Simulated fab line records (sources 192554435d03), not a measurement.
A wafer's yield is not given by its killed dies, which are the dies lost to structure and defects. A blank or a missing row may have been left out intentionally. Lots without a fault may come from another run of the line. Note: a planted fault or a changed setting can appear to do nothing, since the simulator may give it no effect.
A lot that was struck, set against a sound lot	flow n5 finfet	39 out of 1938 route steps
Sound: the wafers L894.1, L894.2, L894.6. Struck: wafers L898.1, L898.2, L898.3. The cause is given at the end.
For every step that has rows: the tool of each side, followed by ch and its chambers, followed by its first start. Under that, the readings that differ: sound wafers	struck wafers	difference of the means	sigmas: that difference in standard deviations of wafers without a fault.
alike: a reading whose means differ by less than 2 such deviations, as well as words and numbers matching on both sides. not compared: withheld readings; readings where some wafer has no value; bounds like >300 that might hide an equal value; numbers whose values overlap and for which the record gives no deviation.
Wherever a step has rows on one side only, a row that says differs or no value, or a row with sigmas, the two part there. When numbers do not overlap yet have no deviation, they are printed without sigmas and do not part them. A reading missing from all wafers of one side parts the sides only when that side holds two or more wafers.

first, 11 steps without rows for these wafers: N5_BEOL_M1_STRIP_65 (strips in N2/H2); N5_BEOL_M1_STRIP_75 (strips in N2/H2); N5_BEOL_M1_STRIP_66 (strips in CF4); N5_BEOL_M1_HM_OPEN_17 (chemistry Cl2/BCl3, target TiN, target depth 20 nm, overetch 6 nm); N5_BEOL_M1_STRIP_19 (strips in O2); N5_BEOL_M1_COAT_67 (time 60 s, resist thk 60 nm); N5_BEOL_M1_COAT_68 (time 60 s, resist thk 12 nm); N5_BEOL_M1_COAT_76 (time 60 s, resist thk 5 nm); N5_BEOL_M1_COAT_22 (resist thk 30 nm); N5_BEOL_M1_EBR_24; N5_BEOL_M1_SOFTBAKE_23 (time 60 s).
N5_BEOL_M1_EXPOSE_25: exposes mask V0, defocus 5 nm, target cd 24 nm.
  sound on euv scanner-02 ch 0, day 7 16:01; struck on euv scanner-02 ch 0, day 8 17:07
reading	sound	struck	difference	sigmas
exposure dose mJ cm2	62.90 63.08 62.96	58.05 58.15 58.12	-4.87	-92
  alike: mask, stage msd nm
then, 2 steps without rows for these wafers: N5_BEOL_M1_PEB_26 (peb time 60 s); N5_BEOL_M1_DEVELOP_27 (develop time 30 s).
N5_BEOL_M1_CD_MEAS_28: target cd y 23.3 nm.
  sound on cd sem-01 ch 0, day 7 16:10; struck on cd sem-01 ch 0, day 8 17:16
reading	sound	struck	difference	sigmas
cd nm (nm)	23.61 23.69 23.91	22.41 22.62 22.57	-1.20	-5
then, 8 steps without rows for these wafers: N5_BEOL_M1_DESCUM_33 (chemistry O2, time 7 s); N5_BEOL_M1_ETCH_77 (etches underlayer in N2/H2, target depth 6.5 nm, time 5.2 s); N5_BEOL_M1_ETCH_69 (etches SiARC in CF4, target depth 15.6 nm, time 26 s); N5_BEOL_M1_ALD_98 (deposits SiO2, target thk 2.5 nm, pulse time 1 s, co reactant pulse time 1 s); N5_BEOL_M1_ETCHBACK_99 (etches SiO2 in CHF3, target depth 5 nm, time 10.4 s); N5_BEOL_M1_ETCH_70 (etches SOC in N2/H2, target depth 80 nm, overetch 16 nm, time 120 s); N5_BEOL_M1_STRIP_71 (strips in N2/H2); N5_BEOL_M1_STRIP_78 (strips in N2/H2).
N5_BEOL_M1_VIA_ETCH_34: etches the open film in C4F6/O2, target depth 67.8 nm, time 64.4 s.
  sound on rie diel-01 ch 2,3, day 8 09:55; struck on rie diel-06 ch 1,2,3, day 9 00:15
reading	sound	struck	difference	sigmas
model.BEOL_M1.cd nm (nm)	18.2 17.8 18.8	16.4 16.2 16.4	-1.9	
  alike: C4F6_flow_sccm, chamber pressure mTorr, drypump motor current A, oes product au, rf vpp V, showerhead plenum p Torr, throttle valve pct
  not compared: rf hours counter h
then, 13 steps without rows for these wafers: N5_BEOL_M1_STRIP_83 (strips in C4F6/O2); N5_BEOL_M1_STRIP_36 (strips in N2/H2); N5_BEOL_M1_TRENCH_ETCH_37 (etches SiOC in C4F6/O2, target depth 55.207 nm, time 29 s); N5_BEOL_M1_ETCH_41 (etches SiCN in CH3F/O2, target depth 31.9 nm, time 57.8 s); N5_BEOL_M1_STRIP_97 (strips in N2/H2, time 10 s); N5_BEOL_M1_HM_STRIP_39 (strips TiN in peroxide tin strip, target depth 25 nm, time 158 s); N5_BEOL_M1_SRD_40 (time 30 s); N5_BEOL_M1_PRECLEAN_42 (cleans in residue remover, time 60 s); N5_BEOL_M1_SRD_43 (time 30 s); N5_BEOL_M1_DEGAS_44 (time 60 s); N5_BEOL_M1_PRE_CLEAN_45 (time 30 s); N5_BEOL_M1_ALD_84 (deposits TaN, pulse time 2 s, purge time 3 s, co reactant purge time 2 s); N5_BEOL_M1_SURFACE_TREAT_85.
-- the record jumps here: 5 days lie between the struck wafers' starts before and after (it left off in module BEOL_M1 and takes up again in module BEOL_M4, whose first step shown is number 1111 of the route) --
N5_BEOL_M4_RC_MEAS_101:
  sound on prober-01 ch 0, day 11 16:53; struck on prober-02 ch 0, day 14 10:06
reading	sound	struck	difference	sigmas
CHAIN_V0 (ohm/link)	218 240 222	274 293 280	+56	+6
CHAIN_V0_max_site (ohm/link)	226 250 229	296 305 295	+64	+6
  alike: DIBL_N, DIBL_P, IOFF_N, IOFF_P, ION_N, ION_P, SS_N, SS_P, VT_N, VT_P
after that, 1 step had no rows for these wafers: N5_PASSIVATION_PROBE_49.

WHERE THEY PART
First at N5_BEOL_M1_EXPOSE_25; last, within this record, at N5_BEOL_M4_RC_MEAS_101.

WHY: the cause the simulator had injected
Process parameter drift: euv scanner-02, from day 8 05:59 on, at N5_BEOL_M1_EXPOSE_25. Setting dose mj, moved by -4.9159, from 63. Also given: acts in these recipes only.
